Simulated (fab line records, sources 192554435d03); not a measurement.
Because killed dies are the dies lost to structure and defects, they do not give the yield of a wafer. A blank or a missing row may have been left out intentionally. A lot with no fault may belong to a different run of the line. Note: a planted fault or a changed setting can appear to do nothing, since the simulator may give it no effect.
fab line records ; flow n5-finfet
record lots=7; wafers=39
route steps=1938 shown WELL_APT@32 DUMMY_GATE@243 SD_EPI_N@293 SD_EPI_P@307 SD_ACTIVATION@330 MOL_CONTACT_COAG@581
start-h: the number of hours between the record's first day and the start of the first shown wafer of the lot ; wait-h: hours from the lot's prior step to this one ; " the same as in the row above ; L1.1+2: a single row standing in for several wafers ; - no value, or no start given ; * or withheld: withheld ; < > ~ a bound
route shown NAME@n: NAME is a module with steps in the file, n the number in the route of the first one ; usual: average and standard deviation across the fault-free wafers ; same: alike in all rows ; chamber/n: place in a boat ; sites: per-site readings ; _std_site: the standard deviation of these ; _edge_site: outer sites' mean less inner sites' ; radius-mm: how far each site lies from the wafer's centre ; mask NAME#n: copy n ; behind: tool/chamber where the wafer was last shaped ; hold: the reason the lot was held/the length of the hold in hours/how it ended ; device: the transistor (n, p or np) that didn't switch ; end of line: the route-end tests of the same wafers ; a step without rows: its recipe alone ; killed: the dies lost at the first sort to structure and to defects; this is not the yield of the wafer ; map: a wafer's dies, marking killed ones x, the rest . and places with no die _
set.NAME: the setting as run; set.NAME@STEP: as run at that earlier step ; model.NAME: the simulator's own value behind a step, which no gauge read
lots run with intentionally changed settings; tables by step, rows by wafer
## steps
# step N5_WELL_APT_IMPLANT_14
# recipe species=P; energy-kev=160; dose-cm2=1.5e+13; tilt-deg=0; rotation-deg=0
lot.wafer;tool;chamber;start-h;wait-h;set.energy-kev;model.implant.rp-nm;model.implant.drp-nm
L075.1+2+3+4+5+6;implanter-02;0;21.00;0.1;160;202.5;65.9
L081.1+3+5;implanter-01;0;56.05;0.1;177.2;213.8;71.08
L081.2+4+6;implanter-01;0;56.05;0.1;160;192.5;65.9
L082.1+4+5;implanter-02;0;62.06;0.1;176.4;218.9;70.84
L082.2+3+6;implanter-02;0;62.06;0.1;160;198;65.9
L083.1+2+5;implanter-01;0;67.97;0.1;160;202.1;65.9
L083.3+4+6;implanter-01;0;67.97;0.1;147.6;185.8;62.02
L087.2+3+4;implanter-01;0;92.43;0.1;160;202.7;65.9
L088.1+2+3+4+5+6;implanter-02;0;98.64;0.1;160;198.8;65.9
L090.1+3+6;implanter-02;0;110.14;0.1;165;210.3;67.41
L090.2+4+5;implanter-02;0;110.14;0.1;160;203.7;65.9
# step N5_DUMMY_GATE_ETCH_31
# recipe chemistry=C4F6/O2; target=SiO2; mask-material=SOC; target-depth-a=825; time-s=27.5; ion-energy-ev=250; pressure-mtorr=30; source-w=345; bias-w=185; Ar_flow_sccm=300; C4F6_flow_sccm=10; O2_flow_sccm=10
lot.wafer;tool;chamber;start-h;wait-h;set.target-depth-a;model.etch.depth-nm
L075.1;rie-diel-02;0;56.84;0.1;772.1;76.23
L075.2;rie-diel-02;2;56.84;0.1;772.1;77.45
L075.3;rie-diel-02;1;56.84;0.1;772.1;75.47
L075.4;rie-diel-02;3;56.84;0.1;825;81.11
L075.5;rie-diel-02;0;56.84;0.1;825;82.18
L075.6;rie-diel-02;3;56.84;0.1;825;81.29
L081.1;rie-diel-03;1;89.41;0.0;825;81.59
L081.2;rie-diel-03;3;89.41;0.0;759.9;75.9
L081.3;rie-diel-03;2;89.41;0.0;759.9;76.12
L081.4;rie-diel-03;0;89.41;0.0;825;82.2
L081.5;rie-diel-03;0;89.41;0.0;759.9;74.94
L081.6;rie-diel-03;3;89.41;0.0;825;82.63
L082.1;rie-diel-03;3;93.76;0.0;734.8;73.06
L082.2;rie-diel-03;0;93.76;0.0;825;81.01
L082.3;rie-diel-03;2;93.76;0.0;734.8;73.49
L082.4;rie-diel-03;1;93.76;0.0;734.8;73.87
L082.5;rie-diel-03;1;93.76;0.0;825;82.89
L082.6;rie-diel-03;2;93.76;0.0;825;83.22
L083.1;rie-diel-02;3;101.85;0.0;825;81.61
L083.2;rie-diel-02;0;101.85;0.0;910.6;89.48
L083.3;rie-diel-02;1;101.85;0.0;910.6;89
L083.4;rie-diel-02;1;101.85;0.0;825;80.1
L083.5;rie-diel-02;0;101.85;0.0;825;80.97
L083.6;rie-diel-02;3;101.85;0.0;910.6;89.7
L087.2;rie-diel-02;3;126.40;0.0;825;81.85
L087.3;rie-diel-02;2;126.40;0.0;825;83.7
L087.4;rie-diel-02;0;126.40;0.0;825;81.37
L088.1;rie-diel-02;2;133.47;0.1;825;83.91
L088.2;rie-diel-02;3;133.47;0.1;825;81.94
L088.3;rie-diel-02;0;133.47;0.1;879.8;87.67
L088.4;rie-diel-02;1;133.47;0.1;879.8;85.9
L088.5;rie-diel-02;0;133.47;0.1;825;81.9
L088.6;rie-diel-02;3;133.47;0.1;879.8;87.09
L090.1;rie-diel-02;3;143.70;0.0;896.6;88.47
L090.2;rie-diel-02;2;143.70;0.0;896.6;91.27
L090.3;rie-diel-02;0;143.70;0.0;825;80.98
L090.4;rie-diel-02;1;143.70;0.0;825;80.23
L090.5;rie-diel-02;1;143.70;0.0;896.6;86.42
L090.6;rie-diel-02;2;143.70;0.0;825;83.96
# step N5_SD_EPI_N_LINER_46
# recipe material=SiNx; target-thk-a=30; temp-c=400; ald-precursor-family=SiH2I2; ald-co-reactant=N2/H2-plasma; pressure-torr=2
lot.wafer;tool;chamber;start-h;wait-h;set.target-thk-a;model.SiNx_of_SD_EPI_N_LINER_46.thk-nm
L075.1+3+6;ald-sin-02;0,3,1;62.39;0.2;26.18;2.6
L075.2+4+5;ald-sin-02;2,1,2;62.39;0.2;30;3
L081.1+2+4;ald-sin-03;0,3,2;95.55;0.4;33.63;3.4
L081.3+5+6;ald-sin-03;1,3,0;95.55;0.4;30;3
L082.1+2+3+4+5+6;ald-sin-02;3,1,0,2,0,1;102.06;0.2;30;3
L083.1+4+6;ald-sin-02;0,1,0;108.54;0.2;30;3
L083.2+3+5;ald-sin-02;2,3,1;108.54;0.2;31.73;3.2
L087.2+3+4;ald-sin-03;2,0,1;132.45;0.1;30;3
L088.1+2+3;ald-sin-01;2,3,1;139.10;0.2;30;3
L088.4+5+6;ald-sin-01;0,0,3;139.10;0.2;26.6;2.6
L090.1+5+6;ald-sin-03;3,2,3;150.09;0.4;27;2.8
L090.2+3+4;ald-sin-03;1,2,0;150.09;0.4;30;3
# step N5_SD_EPI_P_ETCH_36
# recipe chemistry=CF4; target=SiARC; target-depth-a=455; mask-material=CAR-ArF-block; time-s=75.8; ion-energy-ev=80; pressure-mtorr=40; source-w=545; bias-w=36; Ar_flow_sccm=100; cf4-flow-sccm=100; ends=cleared
# usual etch-rf-on-time-s=76.1/1.6; rf-vpp-V=184.3/1.3
lot.wafer;tool;chamber;start-h;wait-h;set.bias-w;etch-rf-on-time-s;rf-vpp-V
L075.1;rie-diel-01;2;63.17;0.0;36;76.8;183.9
L075.2;rie-diel-01;1;63.17;0.0;39.16;74.1;197.3
L075.3;rie-diel-01;0;63.17;0.0;39.16;75.1;195.7
L075.4;rie-diel-01;3;63.17;0.0;39.16;71.3;196.9
L075.5;rie-diel-01;1;63.17;0.0;36;76.2;186.3
L075.6;rie-diel-01;0;63.17;0.0;36;76.8;184.6
L081.1;rie-diel-02;2;96.35;0.0;36;76.1;182.2
L081.2;rie-diel-02;3;96.35;0.0;29.26;82.5;163.1
L081.3;rie-diel-02;1;96.35;0.0;29.26;83.4;159.4
L081.4;rie-diel-02;0;96.35;0.0;29.26;83.2;162.6
L081.5;rie-diel-02;1;96.35;0.0;36;78.0;182.7
L081.6;rie-diel-02;2;96.35;0.0;36;76.8;181.5
L082.1;rie-diel-02;0;102.83;0.0;38.04;76.4;188.7
L082.2;rie-diel-02;1;102.83;0.0;38.04;76.4;190.2
L082.3;rie-diel-02;3;102.83;0.0;38.04;74.9;193.1
L082.4;rie-diel-02;3;102.83;0.0;36;76.9;185.6
L082.5;rie-diel-02;0;102.83;0.0;36;77.5;183.9
L082.6;rie-diel-02;1;102.83;0.0;36;78.1;182.7
L083.1;rie-diel-03;2;109.40;0.0;39.53;75.4;196.1
L083.2;rie-diel-03;1;109.40;0.0;36;76.0;183.4
L083.3;rie-diel-03;0;109.40;0.0;39.53;73.0;195.4
L083.4;rie-diel-03;3;109.40;0.0;39.53;74.9;196.7
L083.5;rie-diel-03;3;109.40;0.0;36;77.5;183.8
L083.6;rie-diel-03;2;109.40;0.0;36;77.7;186.4
L087.2;rie-diel-03;3;133.42;0.0;36;76.5;184.2
L087.3;rie-diel-03;1;133.42;0.0;36;75.9;183.7
L087.4;rie-diel-03;2;133.42;0.0;36;76.5;186.4
L088.1;rie-diel-01;0;140.16;0.0;36;76.8;185.2
L088.2;rie-diel-01;3;140.16;0.0;40.42;70.5;198.6
L088.3;rie-diel-01;2;140.16;0.0;36;73.5;185.1
L088.4;rie-diel-01;1;140.16;0.0;40.42;73.7;199.9
L088.5;rie-diel-01;2;140.16;0.0;36;74.7;184.8
L088.6;rie-diel-01;3;140.16;0.0;40.42;70.6;198.2
L090.1;rie-diel-02;3;151.18;0.0;36;76.2;185.1
L090.2;rie-diel-02;1;151.18;0.0;36;76.8;183.0
L090.3;rie-diel-02;0;151.18;0.0;33.64;78.1;175.5
L090.4;rie-diel-02;2;151.18;0.0;33.64;76.0;175.6
L090.5;rie-diel-02;1;151.18;0.0;33.64;78.9;176.4
L090.6;rie-diel-02;0;151.18;0.0;36;75.5;183.5
# step N5_SD_EPI_P_EPI_21
# recipe material=SiGe:B; dopant=B; temp-c=550; pressure-torr=20; ambient=H2; time-s=355
lot.wafer;tool;chamber;start-h;wait-h;set.epi-growth-time-s;model.SiGe-B_of_SD_EPI_P_EPI_21.thk-nm
L075.1;epi-rpcvd-01;0;64.52;0.1;335.8;58.2
L075.2+3;epi-rpcvd-01;0;64.52;0.1;355;60.2
L075.4;epi-rpcvd-01;0;64.52;0.1;335.8;58.8
L075.5;epi-rpcvd-01;0;64.52;0.1;335.8;57.4
L075.6;epi-rpcvd-01;0;64.52;0.1;355;61
L081.1;epi-rpcvd-04;0;97.68;0.1;355;60
L081.2;epi-rpcvd-04;0;97.68;0.1;355;61.2
L081.3+4;epi-rpcvd-04;0;97.68;0.1;388.7;64.8
L081.5;epi-rpcvd-04;0;97.68;0.1;388.7;64.4
L081.6;epi-rpcvd-04;0;97.68;0.1;355;61
L082.1;epi-rpcvd-04;0;104.15;0.1;355;60
L082.2;epi-rpcvd-04;0;104.15;0.1;319.7;56.8
L082.3;epi-rpcvd-04;0;104.15;0.1;319.7;57
L082.4;epi-rpcvd-04;0;104.15;0.1;319.7;56.4
L082.5;epi-rpcvd-04;0;104.15;0.1;355;60.6
L082.6;epi-rpcvd-04;0;104.15;0.1;355;60.4
L083.1;epi-rpcvd-03;0;110.71;0.1;355;60.8
L083.2+6;epi-rpcvd-03;0;110.71;0.1;376.3;63
L083.3+5;epi-rpcvd-03;0;110.71;0.1;355;60.4
L083.4;epi-rpcvd-03;0;110.71;0.1;376.3;62.2
L087.2;epi-rpcvd-03;0;135.18;0.5;355;61.6
L087.3;epi-rpcvd-03;0;135.18;0.5;355;62.8
L087.4;epi-rpcvd-03;0;135.18;0.5;355;62
L088.1+5;epi-rpcvd-01;0;141.59;0.2;381.1;65.4
L088.2+6;epi-rpcvd-01;0;141.59;0.2;355;61.6
L088.3;epi-rpcvd-01;0;141.59;0.2;355;61.8
L088.4;epi-rpcvd-01;0;141.59;0.2;381.1;65.2
L090.1;epi-rpcvd-01;0;152.50;0.1;355;61.4
L090.2+6;epi-rpcvd-01;0;152.50;0.1;355;60.8
L090.3;epi-rpcvd-01;0;152.50;0.1;355;61
L090.4;epi-rpcvd-01;0;152.50;0.1;355;60.6
L090.5;epi-rpcvd-01;0;152.50;0.1;355;60.4
# step N5_SD_EPI_P_EPI_MEAS_23
# recipe mode=xrd
# usual thk-nm=60.9/1.3
lot.wafer;tool;chamber;start-h;wait-h;set.epi-growth-time-s@SD_EPI_P_EPI_21;thk-nm
L075.1;film-metro-02;-;66.72;1.8;335.8;57.7
L075.2;film-metro-02;-;66.72;1.8;355;61.7
L075.3;film-metro-02;-;66.72;1.8;355;59.3
L075.4;film-metro-02;-;66.72;1.8;335.8;59.3
L075.5;film-metro-02;-;66.72;1.8;335.8;56.8
L075.6;film-metro-02;-;66.72;1.8;355;60.6
L081.1;film-metro-02;-;99.87;1.8;355;62.2
L081.2;film-metro-02;-;99.87;1.8;355;60.7
L081.3;film-metro-02;-;99.87;1.8;388.7;65.0
L081.4;film-metro-02;-;99.87;1.8;388.7;64.2
L081.5;film-metro-02;-;99.87;1.8;388.7;64.5
L081.6;film-metro-02;-;99.87;1.8;355;59.0
L082.1;film-metro-02;-;106.34;1.8;355;59.5
L082.2;film-metro-02;-;106.34;1.8;319.7;56.4
L082.3;film-metro-02;-;106.34;1.8;319.7;55.5
L082.4;film-metro-02;-;106.34;1.8;319.7;55.0
L082.5;film-metro-02;-;106.34;1.8;355;60.5
L082.6;film-metro-02;-;106.34;1.8;355;60.5
L083.1;film-metro-01;-;112.90;1.8;355;60.3
L083.2;film-metro-01;-;112.90;1.8;376.3;62.9
L083.3;film-metro-01;-;112.90;1.8;355;59.1
L083.4;film-metro-01;-;112.90;1.8;376.3;61.4
L083.5;film-metro-01;-;112.90;1.8;355;60.0
L083.6;film-metro-01;-;112.90;1.8;376.3;61.9
L087.2;film-metro-02;-;137.03;1.5;355;60.6
L087.3;film-metro-02;-;137.03;1.5;355;62.2
L087.4;film-metro-02;-;137.03;1.5;355;61.3
L088.1;film-metro-01;-;144.50;2.4;381.1;64.8
L088.2;film-metro-01;-;144.50;2.4;355;59.0
L088.3;film-metro-01;-;144.50;2.4;355;62.0
L088.4;film-metro-01;-;144.50;2.4;381.1;65.6
L088.5;film-metro-01;-;144.50;2.4;381.1;67.2
L088.6;film-metro-01;-;144.50;2.4;355;61.8
L090.1;film-metro-02;-;154.69;1.8;355;60.4
L090.2;film-metro-02;-;154.69;1.8;355;61.1
L090.3;film-metro-02;-;154.69;1.8;355;61.6
L090.4;film-metro-02;-;154.69;1.8;355;58.0
L090.5;film-metro-02;-;154.69;1.8;355;61.1
L090.6;film-metro-02;-;154.69;1.8;355;61.4
# step N5_SD_EPI_P_HM_STRIP_48
# recipe chemistry=H3PO4; temp-c=160; material=SiNx; target=SiNx; target-depth-a=30; overetch-fraction=0.3
# step N5_SD_EPI_P_SRD_49
# recipe dry=ipa-marangoni; time-s=30; temp-c=23; rinse-liquid=diw
# step N5_SD_ACTIVATION_RTA_00
# recipe temp-c=975; time-s=0; ambient=N2; idle-temp-c=600; ramp-up-c-per-s=150; ramp-down-c-per-s=60; cool-to-c=600
# step N5_SD_ACTIVATION_LSA_01
# recipe temp-c=1080; time-s=0.0008; ambient=N2
# step N5_SD_ACTIVATION_RS_MEAS_03
# recipe thk-meas-gauge=four-point-probe
# usual RS_SD_N=21.96/0.28; RS_SD_P=56.1/0.95
lot.wafer;tool;chamber;start-h;wait-h;set.epi-growth-time-s@SD_EPI_P_EPI_21;RS_SD_N[ohm/sq];RS_SD_P[ohm/sq]
L075.1;film-metro-02;-;67.32;0.2;335.8;21.93;57.8
L075.2;film-metro-02;-;67.32;0.2;355;21.94;56.6
L075.3;film-metro-02;-;67.32;0.2;355;22.01;57.2
L075.4;film-metro-02;-;67.32;0.2;335.8;22.02;57.2
L075.5;film-metro-02;-;67.32;0.2;335.8;22.26;58.6
L075.6;film-metro-02;-;67.32;0.2;355;22.01;55.2
L081.1;film-metro-02;-;100.65;0.2;355;22.83;57.6
L081.2;film-metro-02;-;100.65;0.2;355;22.57;56.7
L081.3;film-metro-02;-;100.65;0.2;388.7;22.64;53.5
L081.4;film-metro-02;-;100.65;0.2;388.7;22.73;54.1
L081.5;film-metro-02;-;100.65;0.2;388.7;22.69;53.9
L081.6;film-metro-02;-;100.65;0.2;355;22.45;56.7
L082.1;film-metro-01;-;107.02;0.2;355;21.82;56.5
L082.2;film-metro-01;-;107.02;0.2;319.7;21.52;59.8
L082.3;film-metro-01;-;107.02;0.2;319.7;21.92;59.9
L082.4;film-metro-01;-;107.02;0.2;319.7;21.83;60.0
L082.5;film-metro-01;-;107.02;0.2;355;21.60;56.1
L082.6;film-metro-01;-;107.02;0.2;355;21.86;56.1
L083.1;film-metro-02;-;113.51;0.2;355;21.81;57.1
L083.2;film-metro-02;-;113.51;0.2;376.3;22.24;54.7
L083.3;film-metro-02;-;113.51;0.2;355;22.18;57.2
L083.4;film-metro-02;-;113.51;0.2;376.3;22.18;54.9
L083.5;film-metro-02;-;113.51;0.2;355;21.67;56.8
L083.6;film-metro-02;-;113.51;0.2;376.3;22.19;55.2
L087.2;film-metro-02;-;137.67;0.2;355;21.89;55.4
L087.3;film-metro-02;-;137.67;0.2;355;21.64;55.0
L087.4;film-metro-02;-;137.67;0.2;355;21.71;55.0
L088.1;film-metro-01;-;145.11;0.2;381.1;21.81;52.2
L088.2;film-metro-01;-;145.11;0.2;355;21.81;55.7
L088.3;film-metro-01;-;145.11;0.2;355;21.85;56.0
L088.4;film-metro-01;-;145.11;0.2;381.1;21.93;53.0
L088.5;film-metro-01;-;145.11;0.2;381.1;21.73;52.8
L088.6;film-metro-01;-;145.11;0.2;355;22.09;56.4
L090.1;film-metro-01;-;155.30;0.2;355;21.93;56.7
L090.2;film-metro-01;-;155.30;0.2;355;21.91;57.1
L090.3;film-metro-01;-;155.30;0.2;355;22.01;57.2
L090.4;film-metro-01;-;155.30;0.2;355;22.13;57.1
L090.5;film-metro-01;-;155.30;0.2;355;21.91;57.5
L090.6;film-metro-01;-;155.30;0.2;355;21.72;57.3
# step N5_MOL_CONTACT_COAG_ETCH_91
# recipe chemistry=N2/H2; target=SOC; target-depth-a=600; overetch-a=210; mask-material=SiARC; temp-c=40; time-s=101.2; ion-energy-ev=200; pressure-mtorr=30; source-w=840; bias-w=150; n2-flow-sccm=200; h2-flow-sccm=200
# usual rf-vpp-V=523.5/2.6
lot.wafer;tool;chamber;start-h;wait-h;set.source-w;rf-vpp-V
L075.1;rie-diel-04;0;108.29;0.0;840;526.3
L075.2;rie-diel-04;1;108.29;0.0;840;526.0
L075.3;rie-diel-04;3;108.29;0.0;840;521.0
L075.4;rie-diel-04;2;108.29;0.0;840;525.3
L075.5;rie-diel-04;0;108.29;0.0;840;526.0
L075.6;rie-diel-04;3;108.29;0.0;840;519.8
L081.1;rie-diel-05;3;140.75;0.0;772.3;538.9
L081.2;rie-diel-05;1;140.75;0.0;840;519.9
L081.3;rie-diel-05;0;140.75;0.0;772.3;536.8
L081.4;rie-diel-05;2;140.75;0.0;772.3;540.4
L081.5;rie-diel-05;2;140.75;0.0;840;523.5
L081.6;rie-diel-05;3;140.75;0.0;840;524.4
L082.1;rie-diel-04;3;145.44;0.0;940.2;502.5
L082.2;rie-diel-04;0;145.44;0.0;840;527.9
L082.3;rie-diel-04;2;145.44;0.0;840;523.8
L082.4;rie-diel-04;1;145.44;0.0;940.2;506.5
L082.5;rie-diel-04;1;145.44;0.0;840;524.9
L082.6;rie-diel-04;2;145.44;0.0;940.2;506.8
L083.1;rie-diel-06;0;156.22;0.0;714.9;551.3
L083.2;rie-diel-06;3;156.22;0.0;840;523.3
L083.3;rie-diel-06;2;156.22;0.0;840;525.5
L083.4;rie-diel-06;1;156.22;0.0;840;516.4
L083.5;rie-diel-06;1;156.22;0.0;714.9;545.1
L083.6;rie-diel-06;0;156.22;0.0;714.9;550.9
L087.2;rie-diel-05;0;180.51;0.0;840;524.9
L087.3;rie-diel-05;2;180.51;0.0;840;524.0
L087.4;rie-diel-05;3;180.51;0.0;840;525.6
L088.1;rie-diel-05;2;184.67;0.0;972.1;499.8
L088.2;rie-diel-05;0;184.67;0.0;972.1;498.0
L088.3;rie-diel-05;1;184.67;0.0;840;519.4
L088.4;rie-diel-05;3;184.67;0.0;840;523.9
L088.5;rie-diel-05;1;184.67;0.0;840;521.0
L088.6;rie-diel-05;2;184.67;0.0;972.1;498.6
L090.1;rie-diel-05;3;196.21;0.0;840;523.2
L090.2;rie-diel-05;1;196.21;0.0;702.5;552.1
L090.3;rie-diel-05;0;196.21;0.0;840;522.1
L090.4;rie-diel-05;2;196.21;0.0;840;524.1
L090.5;rie-diel-05;1;196.21;0.0;702.5;553.1
L090.6;rie-diel-05;0;196.21;0.0;702.5;556.3
## key
split step=N5_WELL_APT_IMPLANT_14; setting=energy-kev; stated=160; by=wafer
response step=N5_WELL_APT_IMPLANT_14; reading=model.implant.rp-nm; change=+2.03; per=1%; r=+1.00
response step=N5_WELL_APT_IMPLANT_14; reading=model.implant.drp-nm; change=+0.485; per=1%; r=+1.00
split step=N5_DUMMY_GATE_ETCH_31; setting=target-depth-a; stated=825; by=wafer
response step=N5_DUMMY_GATE_ETCH_31; reading=model.etch.depth-nm; change=+0.798; per=1%; r=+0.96
split step=N5_SD_EPI_N_LINER_46; setting=target-thk-a; stated=30; by=wafer
response step=N5_SD_EPI_N_LINER_46; reading=model.SiNx_of_SD_EPI_N_LINER_46.thk-nm; change=+0.0309; per=1%; r=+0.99
split step=N5_SD_EPI_P_ETCH_36; setting=bias-w; stated=36; by=wafer
response step=N5_SD_EPI_P_ETCH_36; reading=etch-rf-on-time-s; change=*; per=1%; r=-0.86
response step=N5_SD_EPI_P_ETCH_36; reading=rf-vpp-V; change=+1.15; per=1%; r=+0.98
split step=N5_SD_EPI_P_EPI_21; setting=epi-growth-time-s; stated=355; by=wafer
response step=N5_SD_EPI_P_EPI_21; reading=model.SiGe-B_of_SD_EPI_P_EPI_21.thk-nm; change=+0.408; per=1%; r=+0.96
response step=N5_SD_EPI_P_EPI_MEAS_23; reading=thk-nm; change=*; per=1%; r=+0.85
response step=N5_SD_ACTIVATION_RS_MEAS_03; reading=RS_SD_P; change=-0.364; per=1%; r=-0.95
split step=N5_MOL_CONTACT_COAG_ETCH_91; setting=source-w; stated=840; by=wafer
response step=N5_MOL_CONTACT_COAG_ETCH_91; reading=rf-vpp-V; change=-1.73; per=1%; r=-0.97
